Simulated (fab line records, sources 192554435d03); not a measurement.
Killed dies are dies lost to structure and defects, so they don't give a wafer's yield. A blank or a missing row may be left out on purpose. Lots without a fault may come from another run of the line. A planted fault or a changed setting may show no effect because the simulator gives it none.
Which tool did it? | flow n5_finfet | 24 lots, 72 wafers sampled, at 4 steps of a route of 1938

WHAT THE GAUGES READ, wafer by wafer
N5_BEOL_M10_THK_MEAS_01. Usual: M10_ILD_THK 268 nm, standard deviation 3.9.
lot  | measured     | on            | M10_ILD_THK (nm) | flag
L074 | day 10 15:28 | film_metro-01 | 266 272 273      |
L075 | day 11 04:16 | film_metro-02 | 267 267 274      |
L076 | day 11 04:08 | film_metro-02 | 267 272 271      |
L077 | day 11 04:42 | film_metro-02 | 271 271 277      |
L080 | day 11 09:04 | film_metro-02 | 264 271 269      |
L078 | day 11 10:24 | film_metro-01 | 263 262 270      |
L079 | day 11 10:40 | film_metro-02 | 270 279 272      |
L081 | day 12 08:36 | film_metro-02 | 263 260 268      |
L084 | day 12 15:32 | film_metro-02 | 267 265 268      |
L082 | day 12 15:59 | film_metro-02 | 268 273 279      |
L083 | day 12 16:23 | film_metro-02 | 264 272 270      |
L086 | day 13 17:51 | film_metro-01 | 264 263 265      |
L088 | day 14 02:25 | film_metro-02 | 262 266 266      |
L087 | day 14 01:14 | film_metro-01 | 266 274 268      |
L085 | day 14 02:41 | film_metro-02 | 262 271 270      |
L090 | day 14 06:04 | film_metro-01 | 263 266 267      |
L092 | day 14 14:19 | film_metro-02 | 264 271 266      |
L089 | day 14 16:36 | film_metro-01 | 268 266 270      |
L091 | day 15 00:34 | film_metro-01 | 268 266 266      |
L093 | day 15 15:52 | film_metro-02 | 268 264 267      |
L094 | day 15 15:09 | film_metro-02 | 269 274 278      |
L095 | day 15 15:07 | film_metro-01 | 274 273 270      |
L096 | day 16 04:02 | film_metro-02 | 267 276 271      |
L097 | day 17 02:22 | film_metro-01 | 267 274 269      |

WHICH TOOL RAN EACH LOT (tool, then ch and the chambers of the sampled wafers, then the start)
lot  | N5_BEOL_M9_CURE_72            | N5_BEOL_M9_ALD_74                   | N5_BEOL_M9_DEP_56
L074 | uv_cure-02 ch 1, day 10 12:55 | ald_metal-01 ch 1,2,3, day 10 13:18 | pecvd-02 ch 1,2, day 10 14:41
L075 | uv_cure-01 ch 0, day 11 01:13 | ald_metal-01 ch 0,1, day 11 01:44   | pecvd-01 ch 0,2, day 11 03:32
L076 | uv_cure-02 ch 0, day 11 01:29 | ald_metal-03 ch 0,1,2, day 11 01:50 | pecvd-04 ch 0,1, day 11 03:25
L077 | uv_cure-01 ch 0, day 11 01:45 | ald_metal-02 ch 0,1,2, day 11 02:11 | pecvd-04 ch 0,1,2, day 11 03:59
L080 | uv_cure-02 ch 1, day 11 04:07 | ald_metal-02 ch 0,1, day 11 06:26   | pecvd-01 ch 0,1, day 11 08:20
L078 | uv_cure-02 ch 1, day 11 07:04 | ald_metal-01 ch 0,1,3, day 11 07:53 | pecvd-01 ch 0,1,2, day 11 09:40
L079 | uv_cure-01 ch 2, day 11 07:04 | ald_metal-03 ch 0,1,3, day 11 07:49 | pecvd-02 ch 0,1, day 11 09:56
L081 | uv_cure-02 ch 2, day 12 05:31 | ald_metal-03 ch 1,2, day 12 06:14   | pecvd-02 ch 0,1,2, day 12 07:52
L084 | uv_cure-01 ch 1, day 12 10:51 | ald_metal-02 ch 0,3, day 12 11:58   | pecvd-01 ch 0,1,2, day 12 14:49
L082 | uv_cure-03 ch 2, day 12 11:34 | ald_metal-03 ch 0,1, day 12 12:14   | pecvd-01 ch 0,2, day 12 15:16
L083 | uv_cure-01 ch 2, day 12 11:56 | ald_metal-02 ch 1,3, day 12 12:31   | pecvd-01 ch 1,2, day 12 15:39
L086 | uv_cure-01 ch 2, day 13 11:20 | ald_metal-02 ch 0,1, day 13 12:00   | pecvd-02 ch 0,1,2, day 13 17:07
L088 | uv_cure-02 ch 0, day 13 21:24 | ald_metal-02 ch 2,3, day 13 22:16   | pecvd-02 ch 1,2, day 14 01:41
L087 | uv_cure-03 ch 1, day 13 21:34 | ald_metal-03 ch 0,1,2, day 13 22:11 | pecvd-02 ch 1,2, day 14 00:31
L085 | uv_cure-02 ch 1, day 13 21:54 | ald_metal-03 ch 0,2, day 13 22:27   | pecvd-02 ch 0,1,2, day 14 01:57
L090 | uv_cure-01 ch 1, day 14 01:24 | ald_metal-02 ch 0,1,3, day 14 01:59 | pecvd-01 ch 0,1,2, day 14 05:20
L092 | uv_cure-01 ch 0, day 14 08:20 | ald_metal-02 ch 0,1,2, day 14 09:08 | pecvd-01 ch 1,2, day 14 13:35
L089 | uv_cure-03 ch 1, day 14 10:44 | ald_metal-02 ch 0,1,2, day 14 11:34 | pecvd-04 ch 1,2, day 14 15:52
L091 | uv_cure-01 ch 0, day 14 19:02 | ald_metal-02 ch 0,1,3, day 14 19:26 | pecvd-04 ch 0,1,2, day 14 23:41
L093 | uv_cure-03 ch 0, day 15 12:16 | ald_metal-02 ch 0,2,3, day 15 12:58 | pecvd-02 ch 0,1,2, day 15 15:08
L094 | uv_cure-01 ch 1, day 15 12:16 | ald_metal-02 ch 0,1,2, day 15 12:42 | pecvd-02 ch 0,2, day 15 14:25
L095 | uv_cure-02 ch 1, day 15 12:17 | ald_metal-01 ch 0,2,3, day 15 12:37 | pecvd-04 ch 0,1,2, day 15 14:25
L096 | uv_cure-01 ch 1, day 16 00:58 | ald_metal-02 ch 0,1, day 16 01:22   | pecvd-02 ch 1,2, day 16 03:16
L097 | uv_cure-01 ch 0, day 16 19:29 | ald_metal-03 ch 0,2,3, day 16 20:22 | pecvd-02 ch 0,2, day 17 01:10
- N5_BEOL_M9_CURE_72: cures SiCOH lowk, time 120 s.
- N5_BEOL_M9_ALD_74: deposits TaN, target thk 2 nm, pulse time 2 s, purge time 3 s.
- N5_BEOL_M9_DEP_56: deposits SiCN from 3MS/NH3, target thk 15 nm, time 26.5 s.

WHAT THE TOOLS THEMSELVES READ (means of the sampled wafers that have a number; where no wafer has one, the mark that the record gives instead)
N5_BEOL_M9_CURE_72. Usual: lamp_power_pct 52.31 %, standard deviation 0.055; wafer_temp_C_max 371.7, standard deviation 0.54.
lot  | tool       | lamp_power_pct (%) | wafer_temp_C_max | flag
L074 | uv_cure-02 | 52.29              | 371.6            |
L075 | uv_cure-01 | 52.36              | 371.9            |
L076 | uv_cure-02 | 52.34              | 371.5            |
L077 | uv_cure-01 | 52.31              | 371.6            |
L080 | uv_cure-02 | 52.33              | 371.3            |
L078 | uv_cure-02 | 52.35              | 371.4            |
L079 | uv_cure-01 | 52.27              | 371.1            |
L081 | uv_cure-02 | 52.32              | 371.1            |
L084 | uv_cure-01 | 52.29              | 372.8            |
L082 | uv_cure-03 | 52.32              | 371.7            |
L083 | uv_cure-01 | 52.32              | 370.9            |
L086 | uv_cure-01 | 52.31              | 371.1            |
L088 | uv_cure-02 | 52.29              | 371.7            |
L087 | uv_cure-03 | 52.33              | 371.5            |
L085 | uv_cure-02 | 52.35              | 371.9            |
L090 | uv_cure-01 | 52.32              | 372.1            |
L092 | uv_cure-01 | 52.28              | 371.4            |
L089 | uv_cure-03 | 52.28              | 371.7            |
L091 | uv_cure-01 | 52.33              | 371.6            |
L093 | uv_cure-03 | 52.27              | 372.2            |
L094 | uv_cure-01 | 52.39              | 372.0            |
L095 | uv_cure-02 | 52.30              | 371.6            |
L096 | uv_cure-01 | 52.27              | 372.6            |
L097 | uv_cure-01 | 52.32              | 372.0            |

N5_BEOL_M9_ALD_74. Usual: heater_power_w 403 W, standard deviation 48.
lot  | tool         | heater_power_w (W) | flag
L074 | ald_metal-01 | 400                |
L075 | ald_metal-01 | 402                |
L076 | ald_metal-03 | 429                |
L077 | ald_metal-02 | 405                |
L080 | ald_metal-02 | 388                |
L078 | ald_metal-01 | 415                |
L079 | ald_metal-03 | 415                |
L081 | ald_metal-03 | 376                |
L084 | ald_metal-02 | 369                |
L082 | ald_metal-03 | 404                |
L083 | ald_metal-02 | 400                |
L086 | ald_metal-02 | 407                |
L088 | ald_metal-02 | 405                |
L087 | ald_metal-03 | 432                |
L085 | ald_metal-03 | 479                |
L090 | ald_metal-02 | 398                |
L092 | ald_metal-02 | 402                |
L089 | ald_metal-02 | 400                |
L091 | ald_metal-02 | 396                |
L093 | ald_metal-02 | 394                |
L094 | ald_metal-02 | 398                |
L095 | ald_metal-01 | 375                |
L096 | ald_metal-02 | 408                |
L097 | ald_metal-03 | 422                |

N5_BEOL_M9_DEP_56. Usual: showerhead_plenum_p_Torr 3.660 Torr, standard deviation 0.011; showerhead_vpp_V 895 V, standard deviation 57; throttle_valve_pct 9.2 %, standard deviation 0.55.
lot  | tool     | showerhead_plenum_p_Torr (Torr) | showerhead_vpp_V (V) | throttle_valve_pct (%) | flag
L074 | pecvd-02 | 3.656                           | 950                  | 9.1                    |
L075 | pecvd-01 | 3.660                           | 867                  | 9.1                    |
L076 | pecvd-04 | 3.658                           | 850                  | 8.9                    |
L077 | pecvd-04 | 3.661                           | 857                  | 8.6                    |
L080 | pecvd-01 | 3.664                           | 849                  | 9.3                    |
L078 | pecvd-01 | 3.652                           | 860                  | 9.3                    |
L079 | pecvd-02 | 3.669                           | 915                  | 9.4                    |
L081 | pecvd-02 | 3.669                           | 933                  | 9.2                    |
L084 | pecvd-01 | 3.658                           | 858                  | 9.2                    |
L082 | pecvd-01 | 3.657                           | 878                  | 9.0                    |
L083 | pecvd-01 | 3.652                           | 856                  | 9.2                    |
L086 | pecvd-02 | 3.666                           | 930                  | 9.5                    |
L088 | pecvd-02 | 3.654                           | 962                  | 9.0                    |
L087 | pecvd-02 | 3.655                           | 956                  | 9.3                    |
L085 | pecvd-02 | 3.662                           | 939                  | 9.3                    |
L090 | pecvd-01 | 3.662                           | 855                  | 9.3                    |
L092 | pecvd-01 | 3.658                           | 863                  | 9.3                    |
L089 | pecvd-04 | 3.655                           | 911                  | 8.4                    |
L091 | pecvd-04 | 3.659                           | 862                  | 8.6                    |
L093 | pecvd-02 | 3.655                           | 936                  | 9.4                    |
L094 | pecvd-02 | 3.661                           | 917                  | 9.3                    |
L095 | pecvd-04 | 3.657                           | 857                  | 8.6                    |
L096 | pecvd-02 | 3.650                           | 959                  | 9.1                    |
L097 | pecvd-02 | 3.671                           | 902                  | 9.7                    |

THE ANSWER, worked out from the rows above alone
Rule: a lot is off if the mean of its wafers that have a number lies more than 3 standard deviations from the usual mean. A lot without any number at a reading at which 4 lots or more have one is off too. The other lots that the step has rows for count as sound. The gauges are gone through in route order, then the tools' own readings, and for those a lot's mean is taken as printed above. The first step at which some lot is off is used, and at that step the reading that is off furthest; a lot without a number counts as furthest.
No lot is off at any reading shown: from this, nothing can be told.

WHAT THE SIMULATOR HAD PUT IN
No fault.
